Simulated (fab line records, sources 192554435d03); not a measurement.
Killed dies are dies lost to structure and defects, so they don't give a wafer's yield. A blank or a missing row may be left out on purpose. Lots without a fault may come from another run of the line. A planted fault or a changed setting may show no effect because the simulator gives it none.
fab line records | flow n5_finfet
record lots=7 wafers=39
route steps=1938 shown BEOL_M1@754 BEOL_M2@857 BEOL_M4@1023 BEOL_M6@1212
start_h: hours from the record's first day to the start of the lot's first wafer shown | wait_h: hours since the lot's step before | " the same as in the row above | L1.1+2: a row that stands for several wafers | - no value, or no start given | * or withheld: withheld | < > ~ a bound
route shown NAME@n: a module of which the file shows steps, and the number in the route of the first | usual: mean/standard deviation of fault-free wafers | same: alike in all rows | chamber/n: place in a boat | sites: the reading at each site | _std_site: their standard deviation | _edge_site: outer sites' mean less inner sites' | radius_mm: how far each site lies from the wafer's centre | mask NAME#n: copy n | behind: the tool/chamber that last shaped the wafer | hold: why the lot was held/for how many hours/how that ended | device: the transistor (n, p or np) that didn't switch | end of line: the same wafers' tests at the end of the route | a step without rows: its recipe alone | killed: dies lost to structure and defects at the first sort, not the wafer's yield | map: a wafer's dies, x killed, . not, _ none there
set.NAME: the setting as run; set.NAME@STEP: as run at that earlier step | model.NAME: the simulator's own value behind a step, which no gauge read
lots whose settings were changed on purpose; a table a step, a row a wafer
## steps
# step N5_BEOL_M1_HM_DEP_02
# recipe material=TiN target_thk_a=200 temp_c=25 chamber_pressure_pa=0.49996
# columns lot.wafer tool chamber start_h wait_h set.target_thk_a model.TiN_of_BEOL_M1_HM_DEP_02.thk_nm
L074.1+4 pvd_sputter-02 - 124.59 1.0 83.48 8.8
L074.2 " - " " 83.48 8.2
L074.3+6 " - " " 200 19.8
L074.5 " - " " 200 20.4
L078.1+5 pvd_sputter-01 - 147.02 1.9 152 15.4
L078.2 " - " " 200 19.8
L078.3+4 " - " " 200 20.2
L078.6 " - " " 152 15.2
L082.2+4 pvd_sputter-03 - 166.40 1.0 200 19.8
L082.5 " - " " 200 20.2
L087.1 pvd_sputter-03 - 207.69 1.0 302.1 30.2
L087.2 " - " " 200 19.6
L087.3+5 " - " " 200 20
L087.4 " - " " 302.1 30
L087.6 " - " " 302.1 29.8
L091.1 pvd_sputter-03 - 222.90 0.7 235.2 23.2
L091.2 " - " " 200 19.6
L091.3 " - " " 200 20
L091.4+6 " - " " 235.2 23
L091.5 " - " " 200 19.8
L093.1 pvd_sputter-02 - 244.18 1.2 150.5 15
L093.2 " - " " 150.5 15.4
L093.3 " - " " 200 20
L093.4 " - " " 200 20.2
L093.5 " - " " 200 20.4
L093.6 " - " " 150.5 14.8
L095.1 pvd_sputter-01 - 248.80 0.5 200 20.2
L095.2+5 " - " " 281.4 28
L095.3 " - " " 200 19.8
L095.4 " - " " 281.4 28.2
L095.6 " - " " 200 20
# step N5_BEOL_M1_COAT_61
# recipe resist=SOC temp_c=250 time_s=60 spin_rpm=1500 resist_thk_nm=60
# step N5_BEOL_M1_COAT_62
# recipe resist=SiARC temp_c=220 time_s=60 spin_rpm=1500 resist_thk_nm=12
# step N5_BEOL_M1_STRIP_75
# recipe chemistry=N2/H2 temp_c=40 n2_flow_sccm=200 h2_flow_sccm=200 rf_frequency_hz=6e+07
# step N5_BEOL_M1_STRIP_66
# recipe chemistry=CF4 resist=SiARC power_w=300 bias_power_w=75 pressure_mtorr=50 cf4_flow_sccm=150 rf_frequency_hz=6e+07
# step N5_BEOL_M1_HM_OPEN_17
# recipe chemistry=Cl2/BCl3 target_depth_a=200 overetch_a=60 target=TiN mask_material=SOC ion_energy_ev=150 pressure_mtorr=10 icp_w=1000 bias_w=126 Cl2_flow_sccm=53.25 bcl3_flow_sccm=21.75 Ar_flow_sccm=25
# columns lot.wafer tool chamber start_h wait_h set.target_thk_a@BEOL_M1_HM_DEP_02 model.etch.depth_nm
L074.1 rie_metal-02 1 125.35 0.0 83.48 8.727
L074.2 " 0 " " 83.48 8.176
L074.3 " 1 " " 200 19.76
L074.4 " 0 " " 83.48 8.715
L074.5 " 1 " " 200 20.38
L074.6 " 0 " " 200 19.87
L078.1 rie_metal-03 0 147.91 0.0 152 15.34
L078.2 " 1 " " 200 19.87
L078.3 " 0 " " 200 20.2
L078.4 " 1 " " 200 20.27
L078.5 " 0 " " 152 15.38
L078.6 " 1 " " 152 15.27
L082.2 rie_metal-03 0 167.47 0.0 200 19.83
L082.4 " 0 " " 200 19.77
L082.5 " 0 " " 200 20.14
L087.1 rie_metal-01 0 208.85 0.0 302.1 25.38
L087.2 " 1 " " 200 19.51
L087.3 " 1 " " 200 19.98
L087.4 " 0 " " 302.1 25.39
L087.5 " 0 " " 200 19.95
L087.6 " 1 " " 302.1 26.09
L091.1 rie_metal-01 1 223.82 0.0 235.2 23.27
L091.2 " 0 " " 200 19.68
L091.3 " 0 " " 200 20.06
L091.4 " 1 " " 235.2 23.01
L091.5 " 1 " " 200 19.83
L091.6 " 0 " " 235.2 22.96
L093.1 rie_metal-02 0 244.94 0.0 150.5 15
L093.2 " 1 " " 150.5 15.42
L093.3 " 0 " " 200 19.93
L093.4 " 1 " " 200 20.2
L093.5 " 1 " " 200 20.33
L093.6 " 0 " " 150.5 14.88
L095.1 rie_metal-02 0 249.56 0.0 200 20.22
L095.2 " 1 " " 281.4 26.24
L095.3 " 1 " " 200 19.81
L095.4 " 0 " " 281.4 26.74
L095.5 " 1 " " 281.4 26
L095.6 " 0 " " 200 19.95
# step N5_BEOL_M1_STRIP_19
# recipe chemistry=O2 power_w=400 temp_c=40 pressure_mtorr=30 rf_frequency_hz=6e+07 bias_power_w=0 overash_fraction=0.2 o2_flow_sccm=225
# step N5_BEOL_M1_ETCH_41
# recipe chemistry=CH3F/O2 target=SiCN target_depth_a=319 taper_deg=2 time_s=57.8 ion_energy_ev=120 mask_material=TiN pressure_mtorr=30 source_w=395 bias_w=75 Ar_flow_sccm=150 CH3F_flow_sccm=30 O2_flow_sccm=20
# step N5_BEOL_M1_STRIP_97
# recipe chemistry=N2/H2 time_s=10 power_w=450 temp_c=40 pressure_mtorr=20 rf_frequency_hz=6e+07 bias_power_w=7 n2_flow_sccm=200 h2_flow_sccm=200
# step N5_BEOL_M1_OCD_MEAS_38
# usual trench_depth_nm=55.0/1
# columns lot.wafer tool chamber start_h wait_h set.target_thk_a@BEOL_M1_HM_DEP_02 trench_depth_nm
L074.1 ocd-01 - 130.74 - 83.48 55.9
L074.2 " - " " 83.48 55.1
L074.3 " - " " 200 56.1
L074.4 " - " " 83.48 52.9
L074.5 " - " " 200 56.0
L074.6 " - " " 200 55.5
L078.1 ocd-01 - 149.32 - 152 55.2
L078.2 " - " " 200 56.1
L078.3 " - " " 200 53.6
L078.4 " - " " 200 55.3
L078.5 " - " " 152 55.6
L078.6 " - " " 152 53.9
L082.2 ocd-02 - 173.95 - 200 53.8
L082.4 " - " " 200 55.8
L082.5 " - " " 200 54.2
L087.1 ocd-02 - 213.61 - 302.1 0.5
L087.2 " - " " 200 53.6
L087.3 " - " " 200 55.2
L087.4 " - " " 302.1 0.8
L087.5 " - " " 200 55.3
L087.6 " - " " 302.1 5.9
L091.1 ocd-01 - 225.59 - 235.2 54.3
L091.2 " - " " 200 53.5
L091.3 " - " " 200 55.6
L091.4 " - " " 235.2 55.1
L091.5 " - " " 200 54.0
L091.6 " - " " 235.2 54.9
L093.1 ocd-01 - 247.88 - 150.5 55.1
L093.2 " - " " 150.5 54.3
L093.3 " - " " 200 55.5
L093.4 " - " " 200 56.8
L093.5 " - " " 200 55.6
L093.6 " - " " 150.5 55.6
L095.1 ocd-01 - 259.65 - 200 55.7
L095.2 " - " " 281.4 42.3
L095.3 " - " " 200 55.3
L095.4 " - " " 281.4 45.3
L095.5 " - " " 281.4 36.3
L095.6 " - " " 200 56.5
# step N5_BEOL_M2_DESCUM_16
# recipe chemistry=O2 time_s=7 source_power_w=50 bias_power_w=20 pressure_mtorr=20 rf_frequency_hz=2.712e+07 temp_c=40 resist=CAR-EUV o2_flow_sccm=225
# columns lot.wafer tool chamber start_h wait_h set.time_s model.CAR-EUV_of_BEOL_M2_COAT_05.thk_nm
L074.1+4 rie_diel-06 2,3 136.61 0.0 5.405 26.6
L074.2+6 " 0 " " 7 26
L074.3 " 3 " " 7 25.8
L074.5 " 2 " " 5.405 26.8
L078.1+6 rie_diel-04 0,2 154.78 0.0 7 26
L078.2+5 " 2,1 " " 5.289 26.8
L078.3 " 1 " " 7 26.2
L078.4 " 3 " " 5.289 27
L082.2+4 rie_diel-05 1,3 179.84 0.0 7 26.2
L082.5 " 1 " " 7 26
L087.1+2+3+5+6 rie_diel-04 2,3,1,2,3 219.89 0.1 7 26
L087.4 " 0 " " 7 26.2
L091.1+2+3+4+5+6 rie_diel-06 2,0,3,1,3,2 231.79 0.1 7 26
L093.1+2+3 rie_diel-05 2,0,3 255.26 0.0 7 26.2
L093.4+5 " 1,3 " " 3.096 28
L093.6 " 2 " " 3.096 28.2
L095.1+4+5+6 rie_diel-06 1,3,0,1 264.51 0.0 7 26
L095.2+3 " 0,2 " " 7 26.2
# step N5_BEOL_M4_PECVD_72
# recipe material=SiO2 target_thk_a=160 temp_c=400 precursor=TEOS/O2 pressure_torr=5.5 rf_w=450 teos_flow_sccm=53.8 gas=O2 flow_sccm=3000 time_s=18
# columns lot.wafer tool chamber start_h wait_h set.time_s model.SiO2_of_BEOL_M4_PECVD_72.thk_nm
L074.1+5 pecvd-02 2,0 151.38 0.0 21.31 18.6
L074.2 " 0 " " 18 15.4
L074.3 " 1 " " 21.31 18.8
L074.4 " 2 " " 18 15.8
L074.6 " 1 " " 18 16
L078.1 pecvd-04 2 185.88 0.0 18 16.2
L078.2+4+5+6 " 0,2,1,0 " " 18 16.4
L078.3 " 1 " " 18 16
L082.2 pecvd-02 2 196.43 0.0 18 15.6
L082.4+5 " 1,2 " " 18 16
L087.1 pecvd-02 0 235.04 0.0 28.45 24.6
L087.2+5 " 1,0 " " 28.45 24.8
L087.3 " 2 " " 18 15.8
L087.4 " 2 " " 18 16
L087.6 " 1 " " 18 16.2
L091.1+2 pecvd-02 0,2 249.07 0.0 18 15.8
L091.3+4+5 " 1,2,0 " " 8.347 7.4
L091.6 " 1 " " 18 16.4
L093.1+5 pecvd-04 0,1 273.80 0.0 18 16.2
L093.2 " 1 " " 18 15.8
L093.3+4 " 2 " " 18 16
L093.6 " 0 " " 18 16.4
L095.1+6 pecvd-03 1,2 283.98 0.0 18 15.8
L095.2 " 2 " " 18 15.6
L095.3+4 " 0 " " 18 15.2
L095.5 " 1 " " 18 16.2
# step N5_BEOL_M6_ETCH_62
# recipe chemistry=N2/H2 target=SOC target_depth_a=1100 overetch_a=220 mask_material=SiARC temp_c=40 time_s=165 ion_energy_ev=200 pressure_mtorr=30 source_w=840 bias_w=150 n2_flow_sccm=200 h2_flow_sccm=200
# columns lot.wafer tool chamber start_h wait_h set.time_s model.etch.depth_nm model.SiARC_of_BEOL_M6_COAT_60.thk_nm
L074.1 rie_diel-06 2 182.67 0.0 165 100 28.6
L074.2 " 1 " " 195.3 99.9 26.6
L074.3 " 3 " " 195.3 99.76 26.8
L074.4 " 0 " " 195.3 99.81 27.4
L074.5 " 1 " " 165 99.97 28
L074.6 " 2 " " 165 99.78 28.4
L078.1 rie_diel-04 2 208.31 0.0 165 99.6 28.2
L078.2 " 0 " " 165 99.63 28.8
L078.3 " 3 " " 165 99.71 28.2
L078.4 " 1 " " 165 99.56 28.4
L078.5 " 1 " " 165 99.65 28.4
L078.6 " 2 " " 165 99.73 28.2
L082.2 rie_diel-05 3 218.23 0.0 165 100.7 28.8
L082.4 " 0 " " 165 100.7 28.4
L082.5 " 0 " " 165 100.8 28.2
L087.1 rie_diel-06 1 260.60 0.0 165 100.2 28
L087.2 " 2 " " 165 100.1 28.4
L087.3 " 0 " " 116.7 93.17 30.4
L087.4 " 2 " " 165 100 28.4
L087.5 " 1 " " 116.7 96.32 30.2
L087.6 " 0 " " 116.7 92.32 30.6
L091.1 rie_diel-06 2 278.19 0.0 165 99.32 28.4
L091.2 " 3 " " 165 99.41 28
L091.3 " 0 " " 165 99.11 28.4
L091.4 " 1 " " 165 99.38 28
L091.5 " 3 " " 165 99.26 28
L091.6 " 0 " " 165 99.71 28.4
L093.1 rie_diel-06 1 295.34 0.0 86.76 70.95 31.2
L093.2 " 0 " " 86.76 69.17 31.6
L093.3 " 2 " " 165 100.7 28.4
L093.4 " 3 " " 86.76 72.33 31.4
L093.5 " 1 " " 165 100.4 28
L093.6 " 0 " " 165 100 28.6
L095.1 rie_diel-06 3 308.56 0.0 165 100 28.2
L095.2 " 2 " " 165 99.97 28.4
L095.3 " 1 " " 197.4 100.3 26.6
L095.4 " 0 " " 197.4 100 27.4
L095.5 " 0 " " 165 99.93 28.6
L095.6 " 1 " " 197.4 100.2 26.6
# step N5_BEOL_M6_TRENCH_ETCH_37
# recipe chemistry=C4F6/O2 target_depth_a=944.35 target=SiCOH_lowk time_s=31.5 ion_energy_ev=250 pressure_mtorr=30 source_w=345 bias_w=185 Ar_flow_sccm=300 C4F6_flow_sccm=10 O2_flow_sccm=10
# columns lot.wafer tool chamber start_h wait_h set.target_depth_a model.etch.depth_nm model.BEOL_M6.feature_depth_nm model.TiN_of_BEOL_M6_HM_DEP_02.thk_nm
L074.1 rie_diel-04 3 - - 944.35 93.11 93.2 17.6
L074.2 " 0 " " 944.35 91.02 91 17.6
L074.3 " 1 " " 944.35 93.02 93 17.4
L074.4 " 2 " " 775.7 77.57 77.6 17.8
L074.5 " 2 " " 775.7 78.28 78.2 17.8
L074.6 " 3 " " 775.7 76 76 18
L078.1 rie_diel-06 1 - - 944.35 95.27 95.2 17.2
L078.2 " 2 " " 659.1 66.47 66.4 18.4
L078.3 " 0 " " 659.1 65.1 65.2 18.4
L078.4 " 3 " " 944.35 96.84 96.8 17.6
L078.5 " 1 " " 944.35 95.21 95.2 17.8
L078.6 " 0 " " 659.1 64.77 64.8 18.6
L082.2 rie_diel-05 2 - - 944.35 92.73 92.8 17.8
L082.4 " 3 " " 944.35 90.5 90.4 17.6
L082.5 " 1 " " 944.35 93.51 93.6 17.6
L087.1 rie_diel-05 1 - - 1390 138.5 138.4 15.8
L087.2 " 3 " " 944.35 94.16 94.2 17.4
L087.3 " 2 " " 944.35 92.63 92.6 16.8
L087.4 " 0 " " 1390 142.8 142.8 15.8
L087.5 " 0 " " 1390 141.9 141.8 15.8
L087.6 " 1 " " 944.35 94.74 94.8 17.4
L091.1 rie_diel-05 0 - - 944.35 95.77 95.8 16.8
L091.2 " 2 " " 614.5 58.72 58.8 18.2
L091.3 " 1 " " 944.35 92.67 92.6 17
L091.4 " 3 " " 614.5 60.6 60.6 18.6
L091.5 " 3 " " 614.5 59.98 60 18.2
L091.6 " 2 " " 944.35 91.6 91.6 17.6
L093.1 rie_diel-06 2 - - 944.35 93.49 93.4 17.4
L093.2 " 1 " " 764.1 75.4 75.4 18
L093.3 " 0 " " 764.1 74.99 75 18
L093.4 " 3 " " 944.35 95.59 95.6 17.4
L093.5 " 3 " " 944.35 95.66 95.6 17.6
L093.6 " 0 " " 764.1 75.16 75.2 17.8
L095.1 rie_diel-05 3 - - 489.1 47.98 48 18.8
L095.2 " 1 " " 944.35 93.87 93.8 17.2
L095.3 " 2 " " 489.1 47.84 47.8 18.8
L095.4 " 0 " " 944.35 94.91 95 17.4
L095.5 " 1 " " 489.1 48.36 48.4 18.8
L095.6 " 0 " " 944.35 96.18 96.2 17.2
# step N5_BEOL_M6_ETCH_41
# recipe chemistry=CH3F/O2 target=SiCN target_depth_a=297 taper_deg=2 time_s=52 ion_energy_ev=120 mask_material=TiN pressure_mtorr=30 source_w=395 bias_w=75 Ar_flow_sccm=150 CH3F_flow_sccm=30 O2_flow_sccm=20
# step N5_BEOL_M6_STRIP_80
# recipe chemistry=N2/H2 time_s=10 power_w=450 temp_c=40 pressure_mtorr=20 rf_frequency_hz=6e+07 bias_power_w=7 n2_flow_sccm=200 h2_flow_sccm=200
# step N5_BEOL_M6_ECD_50
# recipe material=Cu target_thk_a=3000
# step N5_BEOL_M6_ANNEAL_51
# recipe temp_c=225 time_s=90 ambient=N2
# step N5_BEOL_M6_CMP_52
# recipe stop_on=SiCOH_lowk t_overpolish_s=6.9 down_force_psi=1 platen_rpm=50 clearing_platen_down_force_psi=1.5 clearing_platen_rpm=50 post_cmp_clean=cu_alkaline target_thk_nm=80 clearing_platen_pad_velocity_m_s=0.99484 pad_velocity_m_s=0.99484
# columns lot.wafer tool chamber start_h wait_h set.target_depth_a@BEOL_M6_TRENCH_ETCH_37 model.Cu_of_BEOL_M6_ECD_50.thk_nm
L074.2 cmp-02 2 187.56 0.2 944.35 74.8
L074.4 " 3 " " 775.7 63.4
L074.1 " 0 " " 944.35 79.8
L074.3 " 1 " " 944.35 77.4
L074.6 " 2 " " 775.7 59.4
L074.5 " 3 " " 775.7 65
L078.3 cmp-04 0 214.97 0.2 659.1 51.4
L078.4 " 1 " " 944.35 81.8
L078.2 " 2 " " 659.1 52.2
L078.1 " 3 " " 944.35 82.4
L078.5 " 0 " " 944.35 81.2
L078.6 " 1 " " 659.1 51
L082.2 cmp-02 0 222.59 0.2 944.35 76.4
L082.4 " 3 " " 944.35 75
L082.5 " 0 " " 944.35 76.8
L087.2 cmp-02 1 264.64 0.2 944.35 80
L087.3 " 2 " " 944.35 77.2
L087.4 " 3 " " 1390 128.4
L087.1 " 0 " " 1390 124
L087.5 " 1 " " 1390 127
L087.6 " 2 " " 944.35 79.2
L091.2 cmp-01 0 284.51 0.2 614.5 44.8
L091.1 " 1 " " 944.35 82
L091.3 " 2 " " 944.35 78.4
L091.4 " 3 " " 614.5 45.6
L091.5 " 0 " " 614.5 45.2
L091.6 " 1 " " 944.35 76.8
L093.4 cmp-02 0 300.00 0.1 944.35 79.8
L093.3 " 1 " " 764.1 59.6
L093.2 " 2 " " 764.1 59.2
L093.1 " 3 " " 944.35 80.6
L093.5 " 0 " " 944.35 81
L093.6 " 1 " " 764.1 60
L095.3 cmp-02 3 312.58 0.2 489.1 32.6
L095.2 " 0 " " 944.35 77.6
L095.4 " 1 " " 944.35 78.6
L095.1 " 2 " " 489.1 31.6
L095.6 " 3 " " 944.35 82
L095.5 " 0 " " 489.1 33.6
# step N5_BEOL_M6_THK_MEAS_53
# recipe thk_meas_gauge=xrf reads=Cu_of_BEOL_M6_ECD_50
# usual M6_THK=78.6/2.3
# columns lot.wafer tool chamber start_h wait_h set.target_depth_a@BEOL_M6_TRENCH_ETCH_37 M6_THK[nm]
L074.1 film_metro-02 - 187.85 - 944.35 79.8
L074.2 " - " " 944.35 74.9
L074.3 " - " " 944.35 77.6
L074.4 " - " " 775.7 63.0
L074.5 " - " " 775.7 64.9
L074.6 " - " " 775.7 59.4
L078.1 film_metro-01 - 215.26 - 944.35 82.0
L078.2 " - " " 659.1 51.8
L078.3 " - " " 659.1 51.0
L078.4 " - " " 944.35 81.6
L078.5 " - " " 944.35 80.8
L078.6 " - " " 659.1 50.7
L082.2 film_metro-01 - 222.89 - 944.35 75.9
L082.4 " - " " 944.35 74.8
L082.5 " - " " 944.35 76.4
L087.1 film_metro-01 - 264.93 - 1390 123.8
L087.2 " - " " 944.35 79.5
L087.3 " - " " 944.35 -
L087.4 " - " " 1390 128.7
L087.5 " - " " 1390 -
L087.6 " - " " 944.35 -
L091.1 film_metro-02 - 284.80 - 944.35 82.3
L091.2 " - " " 614.5 44.8
L091.3 " - " " 944.35 77.7
L091.4 " - " " 614.5 45.8
L091.5 " - " " 614.5 45.1
L091.6 " - " " 944.35 76.8
L093.1 film_metro-02 - 300.30 - 944.35 -
L093.2 " - " " 764.1 -
L093.3 " - " " 764.1 59.3
L093.4 " - " " 944.35 -
L093.5 " - " " 944.35 80.7
L093.6 " - " " 764.1 59.6
L095.1 film_metro-02 - 312.87 - 489.1 31.4
L095.2 " - " " 944.35 76.8
L095.3 " - " " 489.1 32.4
L095.4 " - " " 944.35 77.9
L095.5 " - " " 489.1 33.6
L095.6 " - " " 944.35 81.3
# step N5_BEOL_M6_PRE_CLEAN_55
# recipe gas=NH3 time_s=15 temp_c=withheld rf_power_w=300
# step N5_BEOL_M6_DEP_56
# recipe material=SiCN target_thk_a=100 temp_c=withheld precursor=3MS/NH3 pressure_torr=3 rf_w=202 time_s=17.5
# step N5_BEOL_M6_RS_MEAS_57
# recipe thk_meas_gauge=four-point-probe reads=Cu_of_BEOL_M6_ECD_50+Co_of_BEOL_M6_CVD_78+TaN_of_BEOL_M6_ALD_77
# usual M6_RS=0.291/0.01
# columns lot.wafer tool chamber start_h wait_h set.target_depth_a@BEOL_M6_TRENCH_ETCH_37 M6_RS[ohm/sq]
L074.1 film_metro-02 - 187.98 0.1 944.35 0.287
L074.2 " - " " 944.35 0.310
L074.3 " - " " 944.35 0.298
L074.4 " - " " 775.7 0.379
L074.5 " - " " 775.7 0.368
L074.6 " - " " 775.7 0.409
L078.1 film_metro-01 - 215.43 0.1 944.35 0.277
L078.2 " - " " 659.1 0.480
L078.3 " - " " 659.1 0.490
L078.4 " - " " 944.35 0.279
L078.5 " - " " 944.35 0.281
L078.6 " - " " 659.1 0.495
L082.2 film_metro-01 - 223.02 0.1 944.35 0.302
L082.4 " - " " 944.35 0.309
L082.5 " - " " 944.35 0.300
L087.1 film_metro-02 - 265.06 0.1 1390 0.173
L087.2 " - " " 944.35 0.286
L087.3 " - " " 944.35 -
L087.4 " - " " 1390 0.167
L087.5 " - " " 1390 -
L087.6 " - " " 944.35 -
L091.1 film_metro-02 - 284.93 0.1 944.35 0.278
L091.2 " - " " 614.5 0.584
L091.3 " - " " 944.35 0.294
L091.4 " - " " 614.5 0.569
L091.5 " - " " 614.5 0.576
L091.6 " - " " 944.35 0.300
L093.1 film_metro-02 - 300.43 0.1 944.35 -
L093.2 " - " " 764.1 -
L093.3 " - " " 764.1 0.409
L093.4 " - " " 944.35 -
L093.5 " - " " 944.35 0.282
L093.6 " - " " 764.1 0.405
L095.1 film_metro-01 - 313.00 0.1 489.1 0.922
L095.2 " - " " 944.35 0.296
L095.3 " - " " 489.1 0.882
L095.4 " - " " 944.35 0.293
L095.5 " - " " 489.1 0.842
L095.6 " - " " 944.35 0.278
## key
split step=N5_BEOL_M1_HM_DEP_02 setting=target_thk_a stated=200 by=wafer
response step=N5_BEOL_M1_HM_DEP_02 reading=model.TiN_of_BEOL_M1_HM_DEP_02.thk_nm change=+0.197 per=1% r=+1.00
response step=N5_BEOL_M1_HM_OPEN_17 reading=model.etch.depth_nm change=+0.166 per=1% r=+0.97
response step=N5_BEOL_M1_OCD_MEAS_38 reading=trench_depth_nm shape=bent at_lowest=54.6 at_stated=55.2 at_highest=2.4
split step=N5_BEOL_M2_DESCUM_16 setting=time_s stated=7 by=wafer
response step=N5_BEOL_M2_DESCUM_16 reading=model.CAR-EUV_of_BEOL_M2_COAT_05.thk_nm change=-0.0332 per=1% r=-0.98
split step=N5_BEOL_M4_PECVD_72 setting=time_s stated=18 by=wafer
response step=N5_BEOL_M4_PECVD_72 reading=model.SiO2_of_BEOL_M4_PECVD_72.thk_nm change=+0.155 per=1% r=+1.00
split step=N5_BEOL_M6_ETCH_62 setting=time_s stated=165 by=wafer
response step=N5_BEOL_M6_ETCH_62 reading=model.etch.depth_nm shape=bent at_lowest=70.81 at_stated=99.9 at_highest=100.2
response step=N5_BEOL_M6_ETCH_62 reading=model.SiARC_of_BEOL_M6_COAT_60.thk_nm change=-0.0689 per=1% r=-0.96
split step=N5_BEOL_M6_TRENCH_ETCH_37 setting=target_depth_a stated=944.35 by=wafer
response step=N5_BEOL_M6_TRENCH_ETCH_37 reading=model.etch.depth_nm change=+0.981 per=1% r=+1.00
response step=N5_BEOL_M6_TRENCH_ETCH_37 reading=model.BEOL_M6.feature_depth_nm change=+0.98 per=1% r=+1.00
response step=N5_BEOL_M6_TRENCH_ETCH_37 reading=model.TiN_of_BEOL_M6_HM_DEP_02.thk_nm change=-0.0305 per=1% r=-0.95
response step=N5_BEOL_M6_CMP_52 reading=model.Cu_of_BEOL_M6_ECD_50.thk_nm change=+0.986 per=1% r=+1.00
response step=N5_BEOL_M6_THK_MEAS_53 reading=M6_THK change=+0.97 per=1% r=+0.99
response step=N5_BEOL_M6_RS_MEAS_57 reading=M6_RS change=-0.00843 per=1% r=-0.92
